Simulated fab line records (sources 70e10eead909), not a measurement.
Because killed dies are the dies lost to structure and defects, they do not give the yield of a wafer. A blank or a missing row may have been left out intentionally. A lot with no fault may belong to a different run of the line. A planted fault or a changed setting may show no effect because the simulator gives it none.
fab line records + flow nandHarc
record:
- lots: 12
- wafers: 36
- lastDay: 33
route steps=1302 shown A_STAIRCASE@716 END@1302
lots that met no fault: taken from a fault-free run of the same line
startH: the number of hours between the record's first day and the start of the first shown wafer of the lot + waitH: how many hours have passed since the lot's step before this one + " same as the row above + L1.1+2: a single row standing in for several wafers + - no value, or no start given + * or withheld: withheld + < > ~ a bound
route shown NAME@n: a module of which the file shows steps, and the number in the route of the first + usual: the fault-free wafers' mean and standard deviation + same: alike in all rows + chamber/n: place in a boat + sites: readings site by site + _std_site: the standard deviation of these + _edge_site: outer sites' mean less inner sites' + radiusMm: for every site, how far away it sits from the centre of the wafer + mask NAME#n: copy n + behind: tool/chamber where the wafer was last shaped + hold: why the lot was held/for how many hours/how that ended + device: transistor that didn't switch, given as n, p or np + end of line: the same wafers' tests at the end of the route + for a step that has no rows: nothing shown but its recipe + killed: dies lost to structure and defects at the first sort, not the wafer's yield + map: a wafer's dies, marking killed ones x, the rest . and places with no die _
set.NAME: the setting the step ran with; set.NAME@STEP: the setting that earlier step ran with + model.NAME: the simulator's own value behind a step, which no gauge read
steps of the route over a sample of lots; a table a step, a row a wafer
services: a tool's chamber out of use, with start hour (startH, from the record's first day; less than 0 if before it), hours out, and reason
== steps ==
step: NHARC_A_STAIRCASE_TRIM_202
recipe:
- timeS: 211.2
- o2FlowSccm: 500
- arFlowSccm: 0
- biasW: 0
- chemistry: O2
usual:
- drypumpMotorCurrentA: 5.7/0.36
- oesProductAu: 1.003/0.012
- rfVppV: 57.8/0.95
- showerheadPlenumPTorr: 3.52/0.13
- throttleValvePct: 17.037/0.0095
| lot.wafer | tool       | chamber | startH | waitH | drypumpMotorCurrentA | oesProductAu | rfHoursCounterH | rfVppV | showerheadPlenumPTorr | throttleValvePct |
|-----------|------------|---------|--------|-------|----------------------|--------------|-----------------|--------|-----------------------|------------------|
| L817.3    | rieDiel-09 | 0       | -      | -     | 5.2                  | 0.999        | 7               | 58.0   | 3.50                  | 17.058           |
| L817.6    | "          | 3       | "      | "     | 5.9                  | 0.994        | -               | 57.1   | 3.37                  | 17.043           |
| L817.5    | "          | 0       | "      | "     | 5.2                  | 0.987        | -               | 56.5   | 3.50                  | 17.028           |
| L818.1    | rieDiel-02 | 2       | -      | -     | 5.7                  | 1.021        | 45              | 58.0   | 3.34                  | 17.048           |
| L818.2    | "          | 0       | "      | "     | 6.1                  | 0.997        | 49              | 56.4   | 3.52                  | 17.053           |
| L818.5    | "          | 1       | "      | "     | 6.0                  | 1.001        | -               | 56.8   | 3.57                  | 17.027           |
| L819.3    | rieDiel-02 | 0       | -      | -     | 6.1                  | 0.999        | 53              | 57.3   | 3.52                  | 17.045           |
| L819.1    | "          | 3       | "      | "     | 5.2                  | 1.004        | 50              | 57.7   | 3.34                  | 17.041           |
| L819.6    | "          | 0       | "      | "     | 6.1                  | 0.988        | -               | 57.9   | 3.52                  | 17.057           |
| L824.3    | rieDiel-12 | 3       | -      | -     | 5.1                  | 1.019        | 53              | 58.3   | 3.55                  | 17.050           |
| L824.2    | "          | 0       | "      | "     | 5.6                  | 1.010        | 53              | 57.1   | 3.56                  | 17.058           |
| L824.1    | "          | 2       | "      | "     | 6.0                  | 1.002        | 60              | 58.3   | 3.77                  | 17.032           |
| L826.3    | rieDiel-09 | 2       | -      | -     | 5.7                  | 1.028        | 45              | 58.9   | 3.65                  | 17.037           |
| L826.5    | "          | 2       | "      | "     | 5.7                  | 1.025        | -               | 58.7   | 3.65                  | 17.027           |
| L826.6    | "          | 3       | "      | "     | 5.9                  | 1.012        | -               | 56.5   | 3.35                  | 17.046           |
| L827.2    | rieDiel-12 | 2       | -      | -     | 6.0                  | 0.980        | 2               | 58.6   | 3.77                  | 17.037           |
| L827.3    | "          | 0       | "      | "     | 5.6                  | 1.011        | 1               | 57.2   | 3.56                  | 17.034           |
| L827.6    | "          | 2       | "      | "     | 6.0                  | 0.985        | -               | 58.4   | 3.77                  | 17.036           |
| L828.1    | rieDiel-09 | 1       | -      | -     | 6.2                  | 1.003        | 41              | 58.9   | 3.62                  | 17.035           |
| L828.4    | "          | 2       | "      | "     | 5.7                  | 1.012        | 49              | 57.6   | 3.64                  | 17.033           |
| L828.6    | "          | 0       | "      | "     | 5.2                  | 1.001        | -               | 57.2   | 3.48                  | 17.043           |
| L830.3    | rieDiel-02 | 1       | -      | -     | 6.0                  | 1.000        | 33              | 57.1   | 3.55                  | 17.032           |
| L830.1    | "          | 2       | "      | "     | 5.7                  | 0.998        | 29              | 58.4   | 3.32                  | 17.052           |
| L830.4    | "          | 3       | "      | "     | 5.2                  | 0.994        | 30              | 56.4   | 3.32                  | 17.031           |
| L832.3    | rieDiel-09 | 0       | -      | -     | 5.2                  | 1.009        | 2               | 57.7   | 3.47                  | 17.032           |
| L832.2    | "          | 2       | "      | "     | 5.7                  | 0.989        | 3               | 57.8   | 3.64                  | 17.042           |
| L832.6    | "          | 1       | "      | "     | 6.2                  | 1.016        | -               | 58.3   | 3.61                  | 17.035           |
| L838.2    | rieDiel-09 | 0       | -      | -     | 5.2                  | 1.009        | 23              | 57.3   | 3.46                  | 17.052           |
| L838.4    | "          | 1       | "      | "     | 6.1                  | 1.013        | 19              | 58.4   | 3.60                  | 17.034           |
| L838.5    | "          | 2       | "      | "     | 5.7                  | 1.011        | -               | 58.9   | 3.63                  | 17.034           |
| L839.4    | rieDiel-12 | 0       | -      | -     | 5.6                  | 1.008        | 41              | 59.0   | 3.54                  | 17.018           |
| L839.1    | "          | 2       | "      | "     | 6.0                  | 0.993        | 41              | 56.8   | 3.75                  | 17.057           |
| L839.5    | "          | 0       | "      | "     | 5.6                  | 1.005        | -               | 59.1   | 3.54                  | 17.035           |
| L840.3    | rieDiel-12 | 0       | -      | -     | 5.6                  | 0.994        | 54              | 58.3   | 3.53                  | 17.044           |
| L840.2    | "          | 3       | "      | "     | 5.1                  | 1.001        | 52              | 57.2   | 3.52                  | 17.050           |
| L840.6    | "          | 1       | "      | "     | 5.6                  | 1.001        | -               | 56.7   | 3.33                  | 17.053           |
step: NHARC_A_STAIRCASE_ETCH_225
recipe:
- targetDepthA: 1000
- timeS: 40.5
- ionEnergyEv: 400
- c4f8FlowSccm: 20
- o2FlowSccm: 10
- arFlowSccm: withheld
- rfW: 600
- biasW: 1000
- chemistry: C4F8/O2
usual:
- oesProductAu: 0.945/0.014
- rfVppV: 894/5
- runLengthS: 61.7/0.46
| lot.wafer | tool       | chamber | startH | waitH | oesProductAu | rfHoursCounterH | rfVppV | runLengthS |
|-----------|------------|---------|--------|-------|--------------|-----------------|--------|------------|
| L817.3    | rieDiel-02 | 2       | 353.45 | -     | 0.959        | 44              | 890    | 61.2       |
| L817.6    | "          | 2       | "      | "     | 0.955        | -               | 889    | 61.0       |
| L817.5    | "          | 3       | "      | "     | 0.944        | -               | 890    | 61.7       |
| L818.1    | rieDiel-09 | 1       | 371.93 | -     | 0.962        | 9               | 900    | 61.9       |
| L818.2    | "          | 3       | "      | "     | 0.953        | 15              | 891    | 61.9       |
| L818.5    | "          | 1       | "      | "     | 0.958        | -               | 899    | 62.2       |
| L819.1    | rieDiel-02 | 3       | 378.37 | -     | 0.954        | 50              | 888    | 61.5       |
| L819.3    | "          | 0       | "      | "     | 0.944        | 54              | 897    | 60.9       |
| L819.6    | "          | 1       | "      | "     | 0.954        | -               | 896    | 61.5       |
| L824.2    | rieDiel-02 | 1       | 439.91 | -     | 0.935        | 13              | 898    | 62.2       |
| L824.3    | "          | 2       | "      | "     | 0.926        | 11              | 888    | 61.2       |
| L824.1    | "          | 3       | "      | "     | 0.933        | 12              | 889    | 61.7       |
| L826.3    | rieDiel-12 | 0       | 461.34 | -     | 0.969        | 2               | 898    | 62.1       |
| L826.6    | "          | 1       | "      | "     | 0.950        | -               | 889    | 62.3       |
| L826.5    | "          | 2       | "      | "     | 0.938        | -               | 903    | 62.0       |
| L827.3    | rieDiel-02 | 0       | 462.79 | -     | 0.945        | 16              | 896    | 60.8       |
| L827.2    | "          | 1       | "      | "     | 0.940        | 20              | 897    | 62.4       |
| L827.6    | "          | 1       | "      | "     | 0.943        | -               | 896    | 61.6       |
| L828.4    | rieDiel-09 | 3       | 472.54 | -     | 0.955        | 49              | 889    | 61.6       |
| L828.1    | "          | 1       | "      | "     | 0.953        | 42              | 899    | 61.9       |
| L828.6    | "          | 0       | "      | "     | 0.950        | -               | 893    | 61.9       |
| L830.1    | rieDiel-12 | 2       | 505.64 | -     | 0.940        | 21              | 904    | 61.5       |
| L830.4    | "          | 3       | "      | "     | 0.952        | 18              | 896    | 62.6       |
| L830.3    | "          | 0       | "      | "     | 0.947        | 17              | 897    | 62.4       |
| L832.2    | rieDiel-02 | 2       | 516.98 | -     | 0.956        | 33              | 889    | 61.2       |
| L832.3    | "          | 0       | "      | "     | 0.932        | 34              | 895    | 61.4       |
| L832.6    | "          | 2       | "      | "     | 0.948        | -               | 887    | 61.0       |
| L838.2    | rieDiel-02 | 1       | 570.69 | -     | 0.933        | 58              | 896    | 62.2       |
| L838.4    | "          | 2       | "      | "     | 0.946        | 53              | 889    | 60.8       |
| L838.5    | "          | 2       | "      | "     | 0.936        | -               | 888    | 61.3       |
| L839.4    | rieDiel-02 | 0       | 571.27 | -     | 0.929        | 55              | 894    | 60.9       |
| L839.1    | "          | 2       | "      | "     | 0.938        | 53              | 889    | 51.0       |
| L839.5    | "          | 3       | "      | "     | 0.954        | -               | 888    | 62.2       |
| L840.2    | rieDiel-02 | 1       | 596.41 | -     | 0.963        | 4               | 897    | 61.6       |
| L840.3    | "          | 3       | "      | "     | 0.971        | 3               | 887    | 51.2       |
| L840.6    | "          | 2       | "      | "     | 0.945        | -               | 888    | 61.0       |
step: NHARC_A_STAIRCASE_ETCH_232
recipe:
- targetDepthA: 1000
- timeS: 40.5
- ionEnergyEv: 400
- c4f8FlowSccm: 20
- o2FlowSccm: 10
- arFlowSccm: withheld
- rfW: 600
- biasW: 1000
- chemistry: C4F8/O2
usual:
- oesProductAu: 0.946/0.013
- rfVppV: 894/4.8
- runLengthS: 61.7/0.44
| lot.wafer | tool       | chamber | startH | waitH | oesProductAu | rfHoursCounterH | rfVppV | runLengthS |
|-----------|------------|---------|--------|-------|--------------|-----------------|--------|------------|
| L817.3    | rieDiel-12 | 2       | -      | -     | 0.929        | 31              | 905    | 61.5       |
| L817.5    | "          | 2       | "      | "     | 0.942        | -               | 905    | 61.3       |
| L817.6    | "          | 3       | "      | "     | 0.946        | -               | 899    | 62.0       |
| L818.1    | rieDiel-02 | 2       | -      | -     | 0.970        | 47              | 887    | 61.2       |
| L818.2    | "          | 0       | "      | "     | 0.952        | 52              | 897    | 61.1       |
| L818.5    | "          | 2       | "      | "     | 0.962        | -               | 889    | 61.2       |
| L819.3    | rieDiel-09 | 0       | -      | -     | 0.959        | 16              | 895    | 61.9       |
| L819.1    | "          | 2       | "      | "     | 0.966        | 15              | 900    | 61.9       |
| L819.6    | "          | 0       | "      | "     | 0.956        | -               | 896    | 62.2       |
| L824.2    | rieDiel-02 | 3       | -      | -     | 0.933        | 13              | 889    | 61.6       |
| L824.3    | "          | 1       | "      | "     | 0.928        | 14              | 897    | 61.5       |
| L824.1    | "          | 2       | "      | "     | 0.922        | 11              | 886    | 60.9       |
| L826.3    | rieDiel-02 | 0       | -      | -     | 0.950        | 15              | 895    | 61.3       |
| L826.5    | "          | 3       | "      | "     | 0.956        | -               | 889    | 62.0       |
| L826.6    | "          | 0       | "      | "     | 0.959        | -               | 896    | 60.9       |
| L827.3    | rieDiel-02 | 0       | -      | -     | 0.958        | 16              | 894    | 60.9       |
| L827.2    | "          | 1       | "      | "     | 0.940        | 21              | 897    | 61.6       |
| L827.6    | "          | 3       | "      | "     | 0.943        | -               | 889    | 61.7       |
| L828.1    | rieDiel-09 | 2       | -      | -     | 0.964        | 50              | 900    | 62.2       |
| L828.4    | "          | 0       | "      | "     | 0.941        | 49              | 895    | 62.3       |
| L828.6    | "          | 2       | "      | "     | 0.971        | -               | 900    | 62.1       |
| L830.3    | rieDiel-02 | 0       | -      | -     | 0.943        | 28              | 895    | 60.9       |
| L830.4    | "          | 1       | "      | "     | 0.947        | 34              | 896    | 62.1       |
| L830.1    | "          | 2       | "      | "     | 0.941        | 29              | 890    | 61.1       |
| L832.2    | rieDiel-09 | 0       | -      | -     | 0.939        | 3               | 892    | 61.6       |
| L832.3    | "          | 2       | "      | "     | 0.941        | 4               | 900    | 61.8       |
| L832.6    | "          | 1       | "      | "     | 0.965        | -               | 899    | 61.8       |
| L838.4    | rieDiel-12 | 0       | -      | -     | 0.951        | 43              | 895    | 62.1       |
| L838.2    | "          | 2       | "      | "     | 0.925        | 43              | 903    | 61.4       |
| L838.5    | "          | 0       | "      | "     | 0.934        | -               | 895    | 62.3       |
| L839.1    | rieDiel-12 | 3       | -      | -     | 0.943        | 44              | 896    | 62.1       |
| L839.4    | "          | 0       | "      | "     | 0.937        | 43              | 895    | 62.2       |
| L839.5    | "          | 0       | "      | "     | 0.935        | -               | 897    | 62.2       |
| L840.3    | rieDiel-02 | 2       | -      | -     | 0.944        | 3               | 887    | 61.5       |
| L840.2    | "          | 3       | "      | "     | 0.965        | 3               | 888    | 61.8       |
| L840.6    | "          | 2       | "      | "     | 0.945        | -               | 886    | 61.5       |
step: NHARC_A_STAIRCASE_ETCH_234
recipe:
- targetDepthA: 1000
- timeS: 40.5
- ionEnergyEv: 400
- c4f8FlowSccm: 20
- o2FlowSccm: 10
- arFlowSccm: withheld
- rfW: 600
- biasW: 1000
- chemistry: C4F8/O2
usual:
- oesProductAu: 0.944/0.014
- rfVppV: 894/4.9
- runLengthS: 61.7/0.44
| lot.wafer | tool       | chamber | startH | waitH | oesProductAu | rfHoursCounterH | rfVppV | runLengthS |
|-----------|------------|---------|--------|-------|--------------|-----------------|--------|------------|
| L817.3    | rieDiel-12 | 2       | -      | -     | 0.930        | 31              | 905    | 61.4       |
| L817.5    | "          | 3       | "      | "     | 0.940        | -               | 899    | 62.3       |
| L817.6    | "          | 0       | "      | "     | 0.944        | -               | 897    | 62.2       |
| L818.2    | rieDiel-02 | 2       | -      | -     | 0.916        | 47              | 890    | 60.8       |
| L818.1    | "          | 3       | "      | "     | 0.930        | 49              | 889    | 61.5       |
| L818.5    | "          | 1       | "      | "     | 0.940        | -               | 898    | 61.8       |
| L819.3    | rieDiel-09 | 1       | -      | -     | 0.955        | 10              | 900    | 62.4       |
| L819.1    | "          | 2       | "      | "     | 0.964        | 15              | 902    | 61.7       |
| L819.6    | "          | 2       | "      | "     | 0.962        | -               | 901    | 62.1       |
| L824.1    | rieDiel-02 | 2       | -      | -     | 0.931        | 11              | 890    | 60.8       |
| L824.3    | "          | 3       | "      | "     | 0.938        | 13              | 887    | 62.0       |
| L824.2    | "          | 1       | "      | "     | 0.937        | 14              | 897    | 61.5       |
| L826.3    | rieDiel-02 | 0       | -      | -     | 0.958        | 16              | 894    | 61.0       |
| L826.6    | "          | 1       | "      | "     | 0.947        | -               | 897    | 61.9       |
| L826.5    | "          | 2       | "      | "     | 0.948        | -               | 888    | 61.2       |
| L827.2    | rieDiel-02 | 1       | -      | -     | 0.949        | 21              | 897    | 61.6       |
| L827.3    | "          | 3       | "      | "     | 0.940        | 20              | 888    | 61.8       |
| L827.6    | "          | 2       | "      | "     | 0.938        | -               | 889    | 61.2       |
| L828.4    | rieDiel-09 | 0       | -      | -     | 0.946        | 49              | 895    | 61.9       |
| L828.1    | "          | 1       | "      | "     | 0.960        | 43              | 899    | 61.9       |
| L828.6    | "          | 3       | "      | "     | 0.948        | -               | 890    | 61.3       |
| L830.3    | rieDiel-02 | 1       | -      | -     | 0.952        | 34              | 897    | 61.6       |
| L830.4    | "          | 3       | "      | "     | 0.932        | 31              | 888    | 61.7       |
| L830.1    | "          | 0       | "      | "     | 0.938        | 29              | 896    | 60.9       |
| L832.3    | rieDiel-09 | 2       | -      | -     | 0.936        | 4               | 898    | 62.1       |
| L832.2    | "          | 1       | "      | "     | 0.966        | 3               | 898    | 62.0       |
| L832.6    | "          | 2       | "      | "     | 0.944        | -               | 900    | 62.2       |
| L838.4    | rieDiel-12 | 2       | -      | -     | 0.924        | 43              | 904    | 61.6       |
| L838.2    | "          | 0       | "      | "     | 0.934        | 43              | 896    | 62.3       |
| L838.5    | "          | 1       | "      | "     | 0.933        | -               | 889    | 61.9       |
| L839.4    | rieDiel-12 | 0       | -      | -     | 0.943        | 43              | 896    | 62.2       |
| L839.1    | "          | 2       | "      | "     | 0.936        | 43              | 905    | 61.1       |
| L839.5    | "          | 1       | "      | "     | 0.939        | -               | 890    | 61.8       |
| L840.2    | rieDiel-02 | 2       | -      | -     | 0.934        | 3               | 888    | 61.4       |
| L840.3    | "          | 0       | "      | "     | 0.943        | 4               | 894    | 61.0       |
| L840.6    | "          | 2       | "      | "     | 0.938        | -               | 889    | 60.8       |
step: NHARC_END_SORT_01
recipe:
- tempC: 25
usual:
- killedAtArray: 52/18
- killedAtOther: 1.0/1.4
- killedAtPeriphery: 3.1/2.3
- killedDies: 56/17
- killedOpen: 3.0/1.7
- killedShort: 2.5/1.7
same:
- grossDies: 677
| lot.wafer | tool      | chamber | startH | waitH | killedAtArray | killedAtOther | killedAtPeriphery | killedDies | killedOpen | killedShort |
|-----------|-----------|---------|--------|-------|---------------|---------------|-------------------|------------|------------|-------------|
| L839.1    | prober-01 | 0       | 772.49 | 2.5   | 407           | 0             | 3                 | 410        | 2          | 3           |
| L839.4    | prober-01 | 0       | 774.93 | 3.4   | 68            | 0             | 2                 | 70         | 3          | 5           |
| L839.5    | prober-01 | 0       | 775.74 | 3.7   | 64            | 1             | 6                 | 71         | 5          | 4           |
| L840.2    | prober-02 | 0       | 783.91 | 2.8   | 77            | 1             | 5                 | 83         | 3          | 4           |
| L840.3    | prober-02 | 0       | 784.72 | 3.1   | 393           | 0             | 2                 | 395        | 1          | 4           |
| L840.6    | prober-02 | 0       | 787.13 | 4.0   | 75            | 1             | 5                 | 81         | 2          | 3           |
killed by level:class
L839.1 A_STAIRCASE:areaEtch=349 A_CHANNEL_HOLE_D1:chamberFilmFlake=18 A_CHANNEL_HOLE_D2:chamberFilmFlake=17 A_M1:chamberFilmFlake=5 A_SLIT:chamberFilmFlake=5 A_CONTACT:chamberFilmFlake=4 A_WL_FILL:geometricParticle:short=2 A_BLC:geometricParticle:open=2
L839.4 A_CHANNEL_HOLE_D2:chamberFilmFlake=26 A_CHANNEL_HOLE_D1:chamberFilmFlake=14 A_CONTACT:chamberFilmFlake=6 A_SLIT:chamberFilmFlake=4 A_CHANNEL_FILL_D2:chamberFilmFlake=4 A_STAIRCASE:chamberFilmFlake=4 A_M1:chamberFilmFlake=3 A_ONON_D2:geometricParticle:short=2
L839.5 A_CHANNEL_HOLE_D2:chamberFilmFlake=24 A_CHANNEL_HOLE_D1:chamberFilmFlake=12 A_SLIT:chamberFilmFlake=9 A_CONTACT:chamberFilmFlake=5 P_STI:chamberFilmFlake=4 A_STAIRCASE:chamberFilmFlake=3 A_M1:chamberFilmFlake=3 A_ONON_D2:geometricParticle:short=2
L840.2 A_CHANNEL_HOLE_D2:chamberFilmFlake=34 A_SLIT:chamberFilmFlake=29 A_SGD_CUT:chamberFilmFlake=4 A_CONTACT:chamberFilmFlake=2 P_GATE:geometricParticle:open=1 P_M0:geometricParticle:short=1 P_M1:geometricParticle:open=1 A_ONON_D1:geometricParticle:short=1
L840.3 A_STAIRCASE:areaEtch=341 A_SLIT:chamberFilmFlake=21 A_CHANNEL_HOLE_D2:chamberFilmFlake=16 A_STAIRCASE:chamberFilmFlake=3 A_CONTACT:chamberFilmFlake=3 A_DECK1_JOINT:chamberFilmFlake=2 A_SGD_CUT:chamberFilmFlake=2 P_M0:geometricParticle:short=1
L840.6 A_CHANNEL_HOLE_D2:chamberFilmFlake=30 A_SLIT:chamberFilmFlake=26 A_SGD_CUT:chamberFilmFlake=7 P_M0:chamberFilmFlake=3 A_CONTACT:chamberFilmFlake=3 A_CHANNEL_FILL_D2:chamberFilmFlake=2 P_M0:geometricParticle:open=1 A_ONON_D1:geometricParticle:short=1
== services ==
| tool       | chamber | startH | hours | kind      |
|------------|---------|--------|-------|-----------|
| rieDiel-02 | 0       | 348.93 | -     | clean     |
| rieDiel-02 | 1       | 348.93 | -     | clean     |
| rieDiel-02 | 2       | 348.93 | -     | clean     |
| rieDiel-02 | 3       | 348.93 | -     | clean     |
| rieDiel-02 | 1       | 352.67 | 2.9   | repair    |
| rieDiel-09 | 1       | 362.60 | 6.4   | repair    |
| rieDiel-02 | 0       | 373.43 | -     | clean     |
| rieDiel-02 | 1       | 373.43 | -     | clean     |
| rieDiel-02 | 2       | 373.43 | -     | clean     |
| rieDiel-02 | 3       | 373.43 | -     | clean     |
| rieDiel-09 | -       | 382.34 | 0.5   | repair    |
| rieDiel-02 | -       | 394.35 | 9.0   | pm        |
| rieDiel-02 | 0       | 394.35 | 9.0   | ventCycle |
| rieDiel-02 | 1       | 394.35 | 9.0   | ventCycle |
| rieDiel-02 | 2       | 394.35 | 9.0   | ventCycle |
| rieDiel-02 | 3       | 394.35 | 9.0   | ventCycle |
| rieDiel-09 | 1       | 402.16 | 8.5   | repair    |
| rieDiel-02 | 0       | 426.05 | 19.7  | repair    |
| rieDiel-12 | 1       | 434.40 | 1.4   | repair    |
| rieDiel-12 | -       | 446.70 | 9.0   | pm        |
| rieDiel-09 | -       | 492.81 | 0.4   | repair    |
| rieDiel-09 | -       | 499.27 | 9.0   | pm        |
| rieDiel-09 | 3       | 516.98 | 9.6   | repair    |
| rieDiel-09 | -       | 569.71 | 7.4   | repair    |
== key ==
firstSign:
- step: NHARC_A_STAIRCASE_ETCH_225
- reading: runLengthS
- direction: down
- sigmas: 23
- usual: *
- struck: *
effect:
- step: NHARC_END_SORT_01
- reading: killedDies
- direction: up
- sigmas: 20
- usual: 56
- struck: 402
moreKillsBornAt:
- NHARC_A_STAIRCASE_ETCH_225@rieDiel-02: 690
metAt NHARC_A_STAIRCASE_ETCH_225
struckLots L839,L840
struckWafers L839.1,L840.3
laterRowsLeftOut L839.1,L840.3
testerLeftOut L839,L840
notActingAt NHARC_A_STAIRCASE_TRIM_202,NHARC_A_STAIRCASE_ETCH_232,NHARC_A_STAIRCASE_ETCH_234
onsetBetween 570.69 571.27
fault:
- kind: processParameterDrift
- tool: rieDiel-02
- chamber: -
- onsetH: 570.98
- steps: NHARC_A_STAIRCASE_ETCH_225
- channel: timeS
- offset: *
- shape: step
- endH: 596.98
- scope: struckWafersOnly
- actsIn: *
- stated: *
testerLeftOut: of these lots the tester's yield and bins aren't shown, on N5 and GAA mostly nor the transistor test; their killed dies are dies lost to structure and defects alone, not to doping, threshold or leakage, so they don't give the yield
laterRowsLeftOut: the simulator's readings of these wafers behind a module that went badly wrong aren't trusted and aren't shown, but for the sort
